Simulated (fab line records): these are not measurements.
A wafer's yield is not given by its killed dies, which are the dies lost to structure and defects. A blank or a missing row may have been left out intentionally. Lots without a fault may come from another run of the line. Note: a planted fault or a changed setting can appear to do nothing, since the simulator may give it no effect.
A struck lot beside a sound one / flow n5Finfet / 26 out of 1938 route steps
Sound: wafers L516.3, L516.4, L516.5. The struck wafers were L501.1, L501.2, L501.5. At the end, the cause is stated.
Per side, at each step with rows, come the tool, then ch with its chambers, and then its first start. Under that, the readings that differ: sound wafers / struck wafers / difference of the means / sigmas: that difference in standard deviations of wafers without a fault.
alike: same words and numbers on both sides, and readings whose means sit less than 2 such deviations apart. not compared: any withheld reading, any reading some wafer has no value for, any bound like >300 that may hide the same value, and any number with overlapping values for which the record gives no deviation.
Wherever a step has rows on one side only, a row that says differs or no value, or a row with sigmas, the two part there. Numbers that have no deviation but don't overlap get no sigmas and don't part them. A reading missing from all wafers of one side parts the sides only when that side holds two or more wafers.

first, 8 steps without rows for these wafers: N5_BEOL_M4_PRE_CLEAN_60 (time 15 s); N5_BEOL_M4_CO_CAP_55 (material Co, precursor CCTBA/H2, target thk 2 nm, time 102.1 s); N5_BEOL_M4_PRE_CLEAN_56 (time 15 s); N5_BEOL_M4_DEP_57 (deposits SiCN from 3MS/NH3, target thk 8 nm, time 14 s); N5_BEOL_M5_ILD_DEP_00 (deposits SiCOH lowk from DEMS/porogen, target thk 140.64 nm, time 25.9 s); N5_BEOL_M5_CURE_79 (cures SiCOH lowk, time 240 s); N5_BEOL_M5_PECVD_70 (deposits SiO2 from TEOS/O2, target thk 16 nm, time 18 s); N5_BEOL_M5_HM_DEP_02 (deposits TiN, target thk 20 nm).
N5_BEOL_M5_COAT_59: time 60 s, resist thk 60 nm.
  sound on lithoTrack-01 ch 0, day 12 12:20; struck on lithoTrack-01 ch 0, day 8 14:26
reading=spinSpeedRpm (rpm); sound=1501.0 1500.2 1500.2; struck=1607.4 1607.5 1608.4; difference=+107.3; sigmas=+99 or more
reading=model.SOC_of_BEOL_M5_COAT_59.thkNm (nm); sound=60.4 60.2 60.4; struck=57.8 57.8 57.8; difference=-2.5; sigmas=
then, 11 steps without rows for these wafers: N5_BEOL_M5_COAT_60 (time 60 s, resist thk 12 nm); N5_BEOL_M5_COAT_71 (time 60 s, resist thk 5 nm); N5_BEOL_M5_COAT_05 (resist thk 30 nm); N5_BEOL_M5_EBR_07; N5_BEOL_M5_SOFTBAKE_06 (time 60 s); N5_BEOL_M5_EXPOSE_08 (exposes mask M5, target cd 28 nm); N5_BEOL_M5_PEB_09 (peb time 60 s); N5_BEOL_M5_DEVELOP_10 (develop time 30 s); N5_BEOL_M5_DESCUM_16 (chemistry O2, time 7 s); N5_BEOL_M5_ETCH_72 (etches underlayer in N2/H2, target depth 6.5 nm, time 5.2 s); N5_BEOL_M5_ETCH_61 (etches SiARC in CF4, target depth 15.6 nm, time 26 s).
N5_BEOL_M5_ETCH_62: etches SOC in N2/H2, target depth 75 nm, overetch 15 nm, time 112.5 s.
  sound on rieDiel-03 ch 0,2,3, day 12 12:50; struck on rieDiel-04 ch 1,2,3, day 8 14:54
reading=model.etch.depthNm (nm); sound=60.36 60.14 60.39; struck=57.8 57.72 57.86; difference=-2.5; sigmas=
  alike: chamberPressureMTorr, drypumpMotorCurrentA, oesProductAu, rfVppV, showerheadPlenumPTorr, throttleValvePct
  not compared: rfHoursCounterH
then, 3 steps without rows for these wafers: N5_BEOL_M5_STRIP_63 (strips in N2/H2); N5_BEOL_M5_STRIP_73 (strips in N2/H2); N5_BEOL_M5_STRIP_64 (strips in CF4).
N5_BEOL_M5_HM_OPEN_17: chemistry Cl2/BCl3, target TiN, target depth 20 nm, overetch 6 nm.
  sound on rieMetal-03 ch 0,1, day 12 13:03; struck on rieMetal-02 ch 0,1, day 8 15:04
reading=model.SOC_of_BEOL_M5_COAT_59.thkNm (nm); sound=52.4 52.4 52.6; struck=49.8 49.8 49.8; difference=-2.7; sigmas=
  alike: bcl3FlowSccm, chamberPressureMTorr, drypumpMotorCurrentA, oesProductAu, throttleValvePct
  not compared: rfHoursCounterH
then, 1 step without rows for these wafers: N5_BEOL_M5_STRIP_19 (strips in O2).

WHERE THEY PART
N5_BEOL_M5_COAT_59 only, going by this record. Later steps at which nothing parts them and some readings are alike: N5_BEOL_M5_ETCH_62, N5_BEOL_M5_HM_OPEN_17.

WHY: the cause the simulator had injected
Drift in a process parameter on lithoTrack-01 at N5_BEOL_M5_COAT_59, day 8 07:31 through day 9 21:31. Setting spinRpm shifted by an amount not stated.
